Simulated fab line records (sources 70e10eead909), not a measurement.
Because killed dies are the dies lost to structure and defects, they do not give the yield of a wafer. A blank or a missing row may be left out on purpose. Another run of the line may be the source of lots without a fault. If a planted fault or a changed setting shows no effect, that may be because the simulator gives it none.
Matching of chambers / flow nand-harc / NHARC_A_M1_CMP_23 on cmp-02 has 4 sister chambers
The step polishes, t overpolish 20 s, target thk 154.34 nm. 8 wafers are shown with their chamber, then 9 later ones without.

WAFERS, EACH WITH ITS CHAMBER
wafer=L082.6; chamber=1; motor-current-A (A)=13.0; time-to-endpoint-s (s)=32.7
wafer=L083.3; chamber=1; motor-current-A (A)=13.4; time-to-endpoint-s (s)=31.0
wafer=L088.5; chamber=2; motor-current-A (A)=11.0; time-to-endpoint-s (s)=28.3
wafer=L091.3; chamber=3; motor-current-A (A)=11.6; time-to-endpoint-s (s)=29.0
wafer=L091.5; chamber=0; motor-current-A (A)=11.8; time-to-endpoint-s (s)=28.5
wafer=L092.1; chamber=0; motor-current-A (A)=11.9; time-to-endpoint-s (s)=30.4
wafer=L092.3; chamber=2; motor-current-A (A)=11.0; time-to-endpoint-s (s)=32.3
wafer=L092.5; chamber=3; motor-current-A (A)=12.2; time-to-endpoint-s (s)=29.2

WAFERS WITHOUT THEIR CHAMBER
wafer=L094.1; motor-current-A (A)=11.0; time-to-endpoint-s (s)=26.3
wafer=L094.5; motor-current-A (A)=11.3; time-to-endpoint-s (s)=27.0
wafer=L094.6; motor-current-A (A)=12.6; time-to-endpoint-s (s)=29.7
wafer=L094.2; motor-current-A (A)=11.6; time-to-endpoint-s (s)=27.3
wafer=L094.3; motor-current-A (A)=12.4; time-to-endpoint-s (s)=28.0
wafer=L094.4; motor-current-A (A)=13.5; time-to-endpoint-s (s)=29.0
wafer=L095.4; motor-current-A (A)=11.3; time-to-endpoint-s (s)=29.3
wafer=L095.5; motor-current-A (A)=11.9; time-to-endpoint-s (s)=29.8
wafer=L095.6; motor-current-A (A)=11.8; time-to-endpoint-s (s)=28.0

THE CHAMBER EACH PASSED THROUGH
wafer=L094.1; from the rows above=can't be placed: 2 or 0 or 3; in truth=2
wafer=L094.5; from the rows above=can't be placed: 2 or 0 or 3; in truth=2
wafer=L094.6; from the rows above=can't be placed: 1 or 3 or 0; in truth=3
wafer=L094.2; from the rows above=can't be placed: 3 or 0 or 2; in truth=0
wafer=L094.3; from the rows above=can't be placed: 3 or 0 or 1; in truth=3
wafer=L094.4; from the rows above=1; in truth=1
wafer=L095.4; from the rows above=can't be placed: 2 or 0 or 3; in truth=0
wafer=L095.5; from the rows above=can't be placed: 0 or 3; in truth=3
wafer=L095.6; from the rows above=can't be placed: 3 or 0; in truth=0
Placed correctly: 1 of 9. Unplaceable from these rows: 8, with the true chamber sitting among the candidates in 8. Number placed wrongly: 0.
How it was worked out, from the rows above alone: a wafer's distance from a chamber is the root of the sum, over the readings, of the square of ((its reading less the chamber's mean) divided by the reading's scatter). If the next closest chamber is less than 2 further off than the closest, the wafer can't be placed; otherwise it belongs to the closest. The mean given for a chamber averages the wafers shown for that chamber. The scatter: take each reading less its chamber's mean, square it, sum over the shown wafers, divide by the number of wafers less the number of chambers, and take the root.
